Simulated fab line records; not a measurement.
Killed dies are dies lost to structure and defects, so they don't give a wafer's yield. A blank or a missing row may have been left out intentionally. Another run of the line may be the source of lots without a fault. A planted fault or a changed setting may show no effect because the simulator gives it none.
Comparing a struck lot with a sound one + flow n5_finfet + 15 steps out of a route of 1938
Sound: these wafers, L304.2, L304.3, L304.5. Struck: wafers L312.4, L312.5. (L312.6 of the same lot was not struck and is left out.) The cause comes at the end.
Each step with rows lists, per side, the tool, then ch with its chambers, then its first start. Under that, the readings that differ: sound wafers + struck wafers + difference of the means + sigmas: that difference in standard deviations of wafers without a fault.
alike: readings whose means differ by less than 2 such deviations, and words and numbers that are the same on both sides. not compared: withheld readings, readings that some wafer has no value for, bounds like >300 that may hide the same value, and numbers for which the record gives no deviation and whose values overlap.
A row with sigmas, a row that says differs or no value, or rows on one side alone: a step with any of these is where the two part. Numbers that don't overlap but have no deviation are shown without sigmas and don't part them. Lack of a reading on every wafer of one side parts them only where that side has two or more wafers.

first, 3 steps without rows for these wafers: N5_BEOL_M5_EXPOSE_25 (exposes mask V4, defocus 10 nm); N5_BEOL_M5_PEB_26 (peb time 60 s); N5_BEOL_M5_DEVELOP_27 (develop time 30 s).
N5_BEOL_M5_CD_MEAS_28: target cd 30.6 nm, target cd y 20 nm.
  sound on cd_sem-03 ch 0, day 9 22:45; struck on cd_sem-03 ch 0, day 12 02:13
  alike: cd_nm
N5_BEOL_M5_OVL_MEAS_29:
  sound on overlay-02 ch 0, day 9 22:51; struck on overlay-02 ch 0, day 12 02:16
  alike: V4_OVL
N5_BEOL_M5_INSPECT_30: inspects for defects (brightfield).
  sound on defect_inspect-02, day 9 22:54; struck on defect_inspect-02, day 12 02:18
  alike: raw_defect_count
N5_BEOL_M5_DESCUM_33: chemistry O2, time 7 s.
  sound on rie_diel-02 ch 2,3, day 9 22:56; struck on rie_diel-02 ch 1, day 12 02:27
  alike: drypump_motor_current_A, o2_flow_sccm, oes_product_au, rf_vpp_V, showerhead_plenum_p_Torr, throttle_valve_pct
  not compared: rf_hours_counter_h
N5_BEOL_M5_ETCH_75: etches underlayer in N2/H2, target depth 6.5 nm, time 5.2 s.
  sound on rie_diel-02 ch 2,3, day 9 22:58; struck on rie_diel-02 ch 1, day 12 02:29
  alike: bias_w, drypump_motor_current_A, etch_rf_on_time_s, h2_flow_sccm, oes_product_au, rf_vpp_V, showerhead_plenum_p_Torr, throttle_valve_pct
  not compared: rf_hours_counter_h
N5_BEOL_M5_ETCH_67: etches SiARC in CF4, target depth 15.6 nm, time 26 s.
  sound on rie_diel-02 ch 2,3, day 9 22:59; struck on rie_diel-02 ch 1, day 12 02:31
  alike: bias_w, drypump_motor_current_A, etch_rf_on_time_s, oes_product_au, rf_vpp_V, showerhead_plenum_p_Torr, throttle_valve_pct
  not compared: rf_hours_counter_h
N5_BEOL_M5_ETCH_68: etches SOC in N2/H2, target depth 80 nm, overetch 16 nm, time 120 s.
  sound on rie_diel-02 ch 2,3, day 9 23:01; struck on rie_diel-02 ch 1, day 12 02:32
  alike: bias_w, drypump_motor_current_A, h2_flow_sccm, oes_product_au, rf_vpp_V, showerhead_plenum_p_Torr, throttle_valve_pct
  not compared: rf_hours_counter_h
then, 2 steps without rows for these wafers: N5_BEOL_M5_STRIP_69 (strips in N2/H2); N5_BEOL_M5_STRIP_76 (strips in N2/H2).
N5_BEOL_M5_VIA_ETCH_34: etches SiCOH lowk in C4F6/O2, target depth 88.3 nm, time 39.2 s.
  sound on rie_diel-02 ch 2,3, day 9 23:07; struck on rie_diel-02 ch 1, day 12 02:38
| reading                  | sound             | struck      | difference | sigmas |
|--------------------------|-------------------|-------------|------------|--------|
| bias_w (W)               | 185.1 185.9 185.2 | 145.5 146.0 | -39.7      | -78    |
| rf_vpp_V (V)             | 653 669 654       | 559 557     | -101       | -9     |
| model.etch.depth_nm (nm) | 90.78 86.37 89.92 | 82.04 82.42 | -6.79      |        |
  alike: drypump_motor_current_A, oes_product_au, showerhead_plenum_p_Torr, throttle_valve_pct
  not compared: rf_hours_counter_h
then, 1 step without rows for these wafers: N5_BEOL_M5_STRIP_85 (strips in C4F6/O2).
-- record jumps: 4 days separate the struck wafers' starts on either side; left off in module BEOL_M5, taken up again in module PASSIVATION, whose first shown step is the route's number 1936 --
N5_PASSIVATION_PROBE_49:
  sound on prober-02, day 14 06:07; struck on prober-01, day 16 02:55
| reading         | sound | struck | difference | sigmas |
|-----------------|-------|--------|------------|--------|
| killed_at_other | 1 0 0 | 5 10   | +7         | +2     |
  alike: defect_limited_yield, killed_at_M0_to_M3, killed_at_M4_up, killed_at_contacts, killed_at_front_end, killed_dies, killed_open, killed_short, sort_bin_4_leakage, sort_bin_5_function, sort_bin_6_memory, sort_bin_8_speed, sort_n_pass, sort_yield_pct

WHERE THEY PART
Last at N5_PASSIVATION_PROBE_49 as far as this record goes, first at N5_BEOL_M5_VIA_ETCH_34.

WHY: the cause the simulator had injected
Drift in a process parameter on rie_diel-02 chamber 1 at N5_BEOL_M5_VIA_ETCH_34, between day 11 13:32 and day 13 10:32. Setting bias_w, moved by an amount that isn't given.
